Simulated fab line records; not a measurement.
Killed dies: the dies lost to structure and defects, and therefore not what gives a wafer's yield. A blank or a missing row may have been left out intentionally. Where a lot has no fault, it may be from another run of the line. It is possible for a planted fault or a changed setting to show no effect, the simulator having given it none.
fab line records	flow n5-finfet
[record] lots = 8	wafers = 21	last-day = 18
route steps=1938 shown BEOL_M8@1366 BEOL_M15@1830
lots with no fault: from the same line, run without faults
start-h: hours from the record's first day to the start of the lot's first wafer shown	wait-h: hours elapsed since this lot's preceding step	" the same as in the row above	L1.1+2: several wafers, shown together as one row	- no value, or no start was given	* or withheld: withheld	< > ~ a bound
route shown NAME@n: a module of which the file shows steps, and the number in the route of the first	usual: average and standard deviation across the fault-free wafers	same: alike in all rows	chamber/n: place in a boat	sites: the reading at each site	_std_site: how widely they spread, as a standard deviation	_edge_site: outer sites' mean less inner sites'	radius-mm: how far each site lies from the wafer's centre	mask NAME#n: copy n	behind: tool/chamber where the wafer was last shaped	hold: what put the lot on hold/how long, in hours/how the hold closed	device: the n, p or np transistor that did not switch	end of line: the route-end tests of the same wafers	a step given without rows: its recipe and nothing more	killed: count of dies lost to structure and defects at first sort (not the wafer's yield)	map: a wafer's dies, x killed, . not, _ none there
set.NAME: setting as actually run; set.NAME@STEP: the setting as run at that earlier step	model.NAME: the simulator's own value behind a step, which no gauge read
steps of the route over a sample of lots; a table a step, a row a wafer
services: a tool's chamber out of use, with start hour (start-h, from the record's first day; less than 0 if before it), hours out, and reason
[[steps]]
[step N5_BEOL_M8_OVL_MEAS_29]
[recipe] points-per-wafer = 522
[usual] V7_OVL = 0.3/0.73
lot.wafer	tool	chamber	start-h	wait-h	V7_OVL[nm]
L139.2	overlay-01	0	258.09	0.0	-0.7
L139.5	"	0	"	"	0.2
L139.6	"	0	"	"	-0.3
L142.1	overlay-02	0	274.93	0.0	0.8
L142.3	"	0	"	"	0.8
L142.4	"	0	"	"	1.5
L147.1	overlay-02	0	302.53	0.0	-0.4
L147.4	"	0	"	"	0.8
L148.4	overlay-01	0	321.19	0.0	0.9
L148.6	"	0	"	"	0.4
L151.2	overlay-01	0	327.97	0.0	0.8
L151.3	"	0	"	"	-0.1
L151.5	"	0	"	"	0.4
L149.1	overlay-01	0	331.54	0.0	-1.1
L149.3	"	0	"	"	-0.4
L153.2	overlay-01	0	336.91	0.0	0.4
L153.3	"	0	"	"	0.9
L153.6	"	0	"	"	0.4
L152.2	overlay-01	0	343.22	0.0	0.2
L152.4	"	0	"	"	-0.2
L152.6	"	0	"	"	0.0
[step N5_BEOL_M8_ALD_77]
[recipe] material = TaN	target-thk-a = 20	temp-c = 275	ald-precursor-family = PDMAT	ald-co-reactant = NH3	pressure-torr = 3	carrier-flow-sccm = 1500	pulse-time-s = 2	purge-time-s = 3	co-reactant-purge-time-s = 2	co-reactant-pulse-time-s = 3	ald-cycles = 40	precursor-vessel-temp-c = 75	precursor-vessel-pressure-torr = 26.25	precursor-vessel-carrier-sccm = 1000
[usual] ald-cycles = 40/0	heater-power-outer-w = 235/24	heater-power-w = 437/42	precursor-vessel-pressure-torr = 26.25/0.053
[same] purge-time-s = 3
lot.wafer	tool	chamber	start-h	wait-h	ald-cycles	heater-power-outer-w	heater-power-w	precursor-vessel-pressure-torr
L139.2	ald-metal-04	1	260.30	0.0	40	270	500	26.33
L139.5	"	0	"	"	40	219	430	26.29
L139.6	"	3	"	"	40	242	444	26.18
L142.1	ald-metal-04	3	276.61	0.1	40	245	437	26.28
L142.3	"	2	"	"	40	247	412	26.23
L142.4	"	0	"	"	40	224	409	26.19
L147.1	ald-metal-04	2	304.18	0.0	74	248	422	26.27
L147.4	"	3	"	"	74	235	447	26.22
L148.4	ald-metal-04	0	322.35	0.0	74	221	428	26.29
L148.6	"	1	"	"	40	270	505	26.26
L151.2	ald-metal-01	3	329.39	0.0	40	211	451	26.28
L151.3	"	2	"	"	40	279	499	26.22
L151.5	"	1	"	"	40	241	466	26.32
L149.1	ald-metal-04	1	332.82	0.1	74	274	498	26.30
L149.3	"	0	"	"	40	221	403	26.23
L153.2	ald-metal-02	2	338.55	0.1	40	200	369	26.22
L153.3	"	3	"	"	40	230	434	26.24
L153.6	"	2	"	"	40	199	372	26.22
L152.2	ald-metal-01	0	345.08	0.1	40	191	365	26.28
L152.4	"	1	"	"	40	237	464	26.30
L152.6	"	1	"	"	40	237	462	26.32
[step N5_BEOL_M8_SURFACE_TREAT_79]
[recipe] gas = Ar	time-s = *	ion-energy-ev = *	ion-current-ma-cm2 = 0.5	pressure-mtorr = *	ar-flow-sccm = 30
[usual] throttle-valve-pct = *
lot.wafer	tool	chamber	start-h	wait-h	throttle-valve-pct
L139.2	pvd-sputter-01	-	260.59	0.2	*
L139.5	"	-	"	"	*
L139.6	"	-	"	"	*
L142.1	pvd-sputter-02	-	276.99	0.2	*
L142.3	"	-	"	"	*
L142.4	"	-	"	"	*
L147.1	pvd-sputter-01	-	304.52	0.2	*
L147.4	"	-	"	"	*
L148.4	pvd-sputter-01	-	322.65	0.2	*
L148.6	"	-	"	"	*
L151.2	pvd-sputter-03	-	329.71	0.2	*
L151.3	"	-	"	"	*
L151.5	"	-	"	"	*
L149.1	pvd-sputter-03	-	333.23	0.3	*
L149.3	"	-	"	"	*
L153.2	pvd-sputter-03	-	338.89	0.2	*
L153.3	"	-	"	"	*
L153.6	"	-	"	"	*
L152.2	pvd-sputter-03	-	345.39	0.2	*
L152.4	"	-	"	"	*
L152.6	"	-	"	"	*
[step N5_BEOL_M8_CMP_52]
[recipe] stop-on = SiCOH_lowk	t-overpolish-s = 6.9	down-force-psi = 1	platen-rpm = 50	clearing-platen-down-force-psi = 1.5	clearing-platen-rpm = 50	post-cmp-clean = cu-alkaline	target-thk-nm = 80	clearing-platen-pad-velocity-m-s = 0.99484	pad-velocity-m-s = 0.99484
[usual] barrier-field-endpoint-s = 28.9/0.72	motor-current-A = 6.0/0.83	pad-life-wafers = 937/670
lot.wafer	tool	chamber	start-h	wait-h	barrier-field-endpoint-s	motor-current-A	pad-life-wafers
L139.2	cmp-04	0	261.44	0.3	29.2	5.4	141
L139.5	"	1	"	"	29.0	6.9	-
L139.6	"	2	"	"	29.2	6.6	-
L142.4	cmp-04	3	277.73	0.1	29.6	4.5	258
L142.1	"	0	"	"	29.7	5.4	259
L142.3	"	2	"	"	28.6	6.9	261
L147.4	cmp-01	1	306.99	0.2	31.8	6.7	721
L147.1	"	3	"	"	31.5	6.9	723
L148.4	cmp-04	2	323.57	0.2	30.6	6.5	644
L148.6	"	1	"	"	27.5	7.1	-
L151.2	cmp-01	1	330.67	0.2	28.9	6.4	918
L151.3	"	2	"	"	28.9	5.5	919
L151.5	"	2	"	"	28.0	5.4	-
L149.1	cmp-01	1	335.75	0.3	29.2	6.6	978
L149.3	"	2	"	"	28.7	5.5	979
L153.2	cmp-04	1	340.02	0.2	28.1	7.4	793
L153.3	"	2	"	"	28.1	6.3	794
L153.6	"	0	"	"	28.7	5.5	-
L152.2	cmp-04	2	348.14	0.2	28.8	6.5	846
L152.4	"	3	"	"	28.9	4.6	847
L152.6	"	2	"	"	28.8	6.8	-
[step N5_BEOL_M8_DEP_56]
[recipe] material = SiCN	target-thk-a = 100	temp-c = withheld	precursor = 3MS/NH3	pressure-torr = 3	rf-w = 202	time-s = 17.5
[usual] showerhead-plenum-p-Torr = 3.660/0.015	throttle-valve-pct = 9.1/0.5
lot.wafer	tool	chamber	start-h	wait-h	showerhead-plenum-p-Torr	throttle-valve-pct
L139.2	pecvd-02	0	261.68	0.0	3.666	8.9
L139.5	"	1	"	"	3.634	10.1
L139.6	"	2	"	"	3.643	8.8
L142.1	pecvd-03	0	278.09	0.0	3.656	9.5
L142.3	"	2	"	"	3.667	8.4
L142.4	"	1	"	"	3.691	9.5
L147.1	pecvd-03	2	307.31	0.0	3.674	8.5
L147.4	"	1	"	"	3.692	9.5
L148.4	pecvd-04	1	323.87	0.0	3.676	9.0
L148.6	"	2	"	"	3.661	8.2
L151.2	pecvd-03	2	331.04	0.0	3.666	8.8
L151.3	"	0	"	"	3.653	9.6
L151.5	"	2	"	"	3.668	8.8
L149.1	pecvd-03	2	336.12	0.0	3.668	8.6
L149.3	"	2	"	"	3.674	8.6
L153.2	pecvd-03	0	340.35	0.0	3.642	9.5
L153.3	"	2	"	"	3.667	8.7
L153.6	"	2	"	"	3.664	8.7
L152.2	pecvd-02	0	348.50	0.0	3.672	8.7
L152.4	"	0	"	"	3.678	8.7
L152.6	"	2	"	"	3.638	8.8
[step N5_BEOL_M15_RC_MEAS_101]
[usual] COMB_M10 = 1.5e-11/3.2e-12	COMB_M11 = 1.5e-11/3.4e-12	COMB_M12 = 6.7e-12/1.7e-12	COMB_M13 = 5e-12/1.7e-12	COMB_M13_max_site = 7.1e-12/2.2e-12	COMB_M14 = 3.6e-12/1.5e-12	COMB_M15 = 2.7e-12/1.2e-12	COMB_M5 = 3.6e-11/7.4e-12	COMB_M6 = 2.6e-11/5.6e-12	COMB_M7 = 2.6e-11/5.3e-12	COMB_M8 = 2.7e-11/4.8e-12	COMB_M9 = 1.5e-11/3.3e-12	SERP_M10 = 3.07/0.086	SERP_M11 = 3.12/0.089	SERP_M12 = 0.639/0.018	SERP_M13 = 0.311/0.0074	SERP_M14 = 0.161/0.0042	SERP_M14_max_site = 0.162/0.0043	SERP_M5 = 39.3/1.6	SERP_M6 = 13.8/0.53	SERP_M7 = 14.0/0.6	SERP_M8 = 13.8/0.55	SERP_M8_max_site = 14.4/0.59	SERP_M9 = 3.11/0.072
lot.wafer	tool	chamber	start-h	wait-h	COMB_M10[S/m]	COMB_M11[S/m]	COMB_M12[S/m]	COMB_M13[S/m]	COMB_M13_max_site[S/m]	COMB_M14[S/m]	COMB_M15[S/m]	COMB_M5[S/m]	COMB_M6[S/m]	COMB_M7[S/m]	COMB_M8[S/m]	COMB_M9[S/m]	SERP_M10[ohm/um]	SERP_M11[ohm/um]	SERP_M12[ohm/um]	SERP_M13[ohm/um]	SERP_M14[ohm/um]	SERP_M14_max_site[ohm/um]	SERP_M5[ohm/um]	SERP_M6[ohm/um]	SERP_M7[ohm/um]	SERP_M8[ohm/um]	SERP_M8_max_site[ohm/um]	SERP_M9[ohm/um]
L139.2	prober-01	0	315.32	0.2	2.4e-11	1.6e-11	6.9e-12	5.4e-12	6.8e-12	4.8e-12	4.4e-12	4.4e-11	2.3e-11	3.1e-11	3.4e-11	1.4e-11	3.02	3.28	0.648	0.318	0.167	0.169	39.9	13.0	14.6	13.0	13.1	3.21
L139.5	"	0	"	"	2.7e-11	2.2e-11	6.7e-12	4.9e-12	6.5e-12	5e-12	3.5e-12	4.1e-11	1.9e-11	2.6e-11	2.1e-11	1.7e-11	3.05	3.28	0.631	0.306	0.160	0.163	38.0	13.1	13.0	13.0	13.5	3.09
L139.6	"	0	"	"	1.7e-11	1.6e-11	7.3e-12	5.6e-12	7.4e-12	5.4e-12	3.9e-12	3.6e-11	3.7e-11	2e-11	2.8e-11	1.5e-11	3.02	3.18	0.640	0.316	0.159	0.161	40.0	13.8	14.5	13.2	14.0	3.09
L142.1	prober-01	0	332.41	0.0	1.9e-11	2.2e-11	5.8e-12	6.3e-12	7.6e-12	4.4e-12	3.8e-12	5.3e-11	2.6e-11	3.7e-11	2.9e-11	1.4e-11	3.05	3.09	0.642	0.331	0.160	0.161	39.3	13.5	14.7	14.3	14.6	3.00
L142.3	"	0	"	"	2.2e-11	1.9e-11	7.7e-12	5.7e-12	6.8e-12	3e-12	4.6e-12	5.9e-11	2.5e-11	2.7e-11	3.4e-11	1.1e-11	3.17	3.08	0.630	0.311	0.159	0.161	36.2	14.2	14.2	13.9	14.3	3.04
L142.4	"	0	"	"	1.4e-11	1.1e-11	7.7e-12	7.1e-12	8.7e-12	4.3e-12	3.2e-12	3.7e-11	2.3e-11	3.2e-11	3e-11	1.7e-11	3.08	3.15	0.644	0.310	0.154	0.155	38.7	13.6	13.7	13.9	14.1	3.09
L147.1	prober-02	0	360.99	0.0	1.6e-11	1.9e-11	4.9e-12	4.6e-12	6.5e-12	2.4e-12	1.8e-12	4.5e-11	2.6e-11	3.1e-11	3.9e-11	1.2e-11	3.17	3.21	0.669	0.310	0.156	0.159	42.4	13.2	13.8	16.0	16.7	3.10
L147.4	"	0	"	"	1.2e-11	1.2e-11	5.1e-12	2.9e-12	5.7e-12	2.9e-12	2e-12	5.2e-11	2.1e-11	2.4e-11	3.1e-11	1.2e-11	3.12	3.09	0.649	0.299	0.161	0.163	41.5	12.9	13.7	16.7	17.2	3.12
L148.4	prober-01	0	378.48	0.5	1.7e-11	1.8e-11	7.5e-12	5.3e-12	8.1e-12	6.1e-12	4.1e-12	3.8e-11	3.1e-11	3.1e-11	2.4e-11	1.5e-11	3.04	3.23	0.637	0.324	0.166	0.169	41.4	14.2	13.2	16.7	17.3	3.19
L148.6	"	0	"	"	1.3e-11	1.8e-11	9.6e-12	5.4e-12	7.8e-12	4.4e-12	5.2e-12	3.5e-11	4.2e-11	2.7e-11	3.4e-11	1.2e-11	3.04	2.99	0.670	0.305	0.161	0.163	41.6	14.1	13.9	14.0	14.4	3.18
L149.1	prober-01	0	388.27	0.0	1.6e-11	1.3e-11	7.8e-12	7.4e-12	1.26e-11	5.1e-12	4e-12	3e-11	2.6e-11	2.1e-11	2.6e-11	1.5e-11	3.10	3.15	0.653	0.307	0.154	0.156	38.6	14.0	13.7	16.1	17.0	3.13
L149.3	"	0	"	"	1.7e-11	1.7e-11	9e-12	5.6e-12	8.2e-12	3.8e-12	2.8e-12	3.3e-11	2.5e-11	3.7e-11	4.1e-11	1.6e-11	3.03	3.05	0.642	0.307	0.151	0.153	39.0	14.2	13.9	14.4	15.1	3.25
L151.2	prober-02	0	388.98	0.2	1.4e-11	1.2e-11	4.3e-12	4.4e-12	5.8e-12	2.4e-12	1.4e-12	2.8e-11	2.5e-11	2.3e-11	2.7e-11	1.1e-11	2.99	3.06	0.663	0.309	0.164	0.167	41.1	13.6	15.3	13.7	14.4	3.08
L151.3	"	0	"	"	1.7e-11	1.1e-11	7.2e-12	3e-12	6.3e-12	2.9e-12	1.1e-12	3.7e-11	2.4e-11	2.2e-11	2e-11	1e-11	3.19	3.15	0.639	0.304	0.155	0.157	39.2	14.0	13.8	13.3	13.8	3.16
L151.5	"	0	"	"	1.6e-11	1.7e-11	6.5e-12	2.9e-12	4.7e-12	1.3e-12	1.2e-12	4.4e-11	2.2e-11	1.5e-11	2.3e-11	1e-11	3.10	3.07	0.642	0.306	0.170	0.172	38.3	13.9	14.8	13.5	14.0	3.12
L153.2	prober-02	0	395.47	0.2	1.9e-11	1.1e-11	3.9e-12	2.7e-12	4.2e-12	2.2e-12	1.7e-12	4.5e-11	2.3e-11	2.2e-11	2.4e-11	1.1e-11	3.21	3.08	0.612	0.313	0.159	0.160	39.5	14.0	14.6	15.1	15.2	3.03
L153.3	"	0	"	"	1.3e-11	1.2e-11	4.5e-12	4.5e-12	7.5e-12	4.1e-12	1.5e-12	4.1e-11	1.8e-11	2e-11	2.4e-11	1.4e-11	3.15	3.13	0.628	0.322	0.163	0.165	39.3	13.9	13.7	14.2	14.9	3.05
L153.6	"	0	"	"	1.1e-11	1.3e-11	4.1e-12	3.4e-12	5.4e-12	2.2e-12	1.7e-12	3.2e-11	1.8e-11	2.4e-11	2e-11	1.4e-11	3.18	3.03	0.619	0.329	0.164	0.166	40.5	14.3	14.3	13.7	14.5	3.15
L152.2	prober-02	0	405.45	0.2	1.2e-11	1.6e-11	7e-12	2.9e-12	4.4e-12	3e-12	1.4e-12	2.8e-11	2.7e-11	3.2e-11	2.7e-11	1.3e-11	3.08	3.04	0.653	0.298	0.165	0.166	41.0	13.9	13.7	13.6	13.9	3.12
L152.4	"	0	"	"	1.5e-11	8e-12	3.3e-12	5.2e-12	6.7e-12	1.7e-12	1.1e-12	3.1e-11	1.6e-11	2.3e-11	2.4e-11	1.2e-11	3.16	3.15	0.616	0.317	0.163	0.165	41.1	14.2	13.7	13.0	13.5	3.09
L152.6	"	0	"	"	1.8e-11	1.3e-11	3.4e-12	3.3e-12	4.9e-12	1.9e-12	1.2e-12	2.5e-11	2.2e-11	2.7e-11	2.9e-11	9e-12	3.06	3.11	0.639	0.301	0.163	0.165	43.6	13.6	13.1	13.7	14.0	3.19
// sites SERP_M8 radius-mm=0,75,75,75,75,140,140,140,140
L139.2 13.0 13.0 12.8 12.8 13.1 12.9 13.1 12.6 13.1
L142.1 13.8 14.0 13.6 14.4 13.5 14.5 14.3 14.6 14.3
L147.1 16.0 16.3 16.7 16.3 16.0 15.2 15.1 15.2 15.5
L148.4 16.5 17.1 16.5 16.7 17.3 16.7 15.8 17.0 16.1
L149.1 16.1 17.0 15.9 16.4 16.3 15.7 15.8 15.4 16.3
L151.2 13.3 13.7 13.4 13.5 13.7 14.2 14.3 14.2 14.4
L153.2 15.0 15.1 15.1 15.1 15.0 14.9 14.9 15.2 15.1
L152.2 13.5 13.3 13.6 13.6 13.7 13.8 13.4 13.1 13.9
[[services]]
tool	chamber	start-h	hours	kind
cmp-04	-	239.57	4.0	pm
cmp-04	-	243.57	-	consumable-replace:conditioner
cmp-04	-	243.57	-	consumable-replace:pad
ald-metal-02	3	253.00	4.2	repair
pecvd-04	1	255.80	14.1	repair
ald-metal-02	-	262.73	0.6	repair
pvd-sputter-01	-	265.37	5.6	repair
cmp-04	-	265.77	0.9	repair
ald-metal-02	-	283.56	8.7	pm
pecvd-02	2	299.65	5.5	scheduled-down
pecvd-03	0	300.29	4.7	repair
pecvd-02	1	305.11	2.1	scheduled-down
pecvd-02	-	307.51	5.5	pm
cmp-01	-	319.03	0.4	repair
pecvd-03	1	319.50	25.3	repair
ald-metal-04	-	337.25	14.0	pm
ald-metal-04	0	337.25	14.0	vent-cycle
ald-metal-04	1	337.25	14.0	vent-cycle
ald-metal-04	2	337.25	14.0	vent-cycle
ald-metal-04	3	337.25	14.0	vent-cycle
pecvd-02	-	337.70	3.3	repair
[[key]]
[first-sign] step = N5_BEOL_M8_ALD_77	reading = ald-cycles	direction = up	sigmas = 99+	usual = *	struck = *
[effect] step = N5_BEOL_M8_CMP_52	reading = barrier-field-endpoint-s	direction = up	sigmas = 2.6	usual = 28.9	struck = 30.8
[effect] step = N5_BEOL_M15_RC_MEAS_101	reading = SERP_M8	direction = up	sigmas = 4.7	usual = 13.8	struck = 16.4
met-at N5_BEOL_M8_ALD_77
struck-lots L147,L148,L149
struck-wafers L147.1,L147.4,L148.4,L149.1
not-acting-at N5_BEOL_M8_OVL_MEAS_29,N5_BEOL_M8_SURFACE_TREAT_79,N5_BEOL_M8_DEP_56
onset-between 276.61 304.18
[fault] kind = process-parameter-drift	tool = ald-metal-04	chamber = -	onset-h = 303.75	steps = N5_BEOL_M8_ALD_77	channel = ald-cycles	offset = *	shape = step	end-h = 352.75	scope = struck-wafers-only	acts-in = *	stated = *
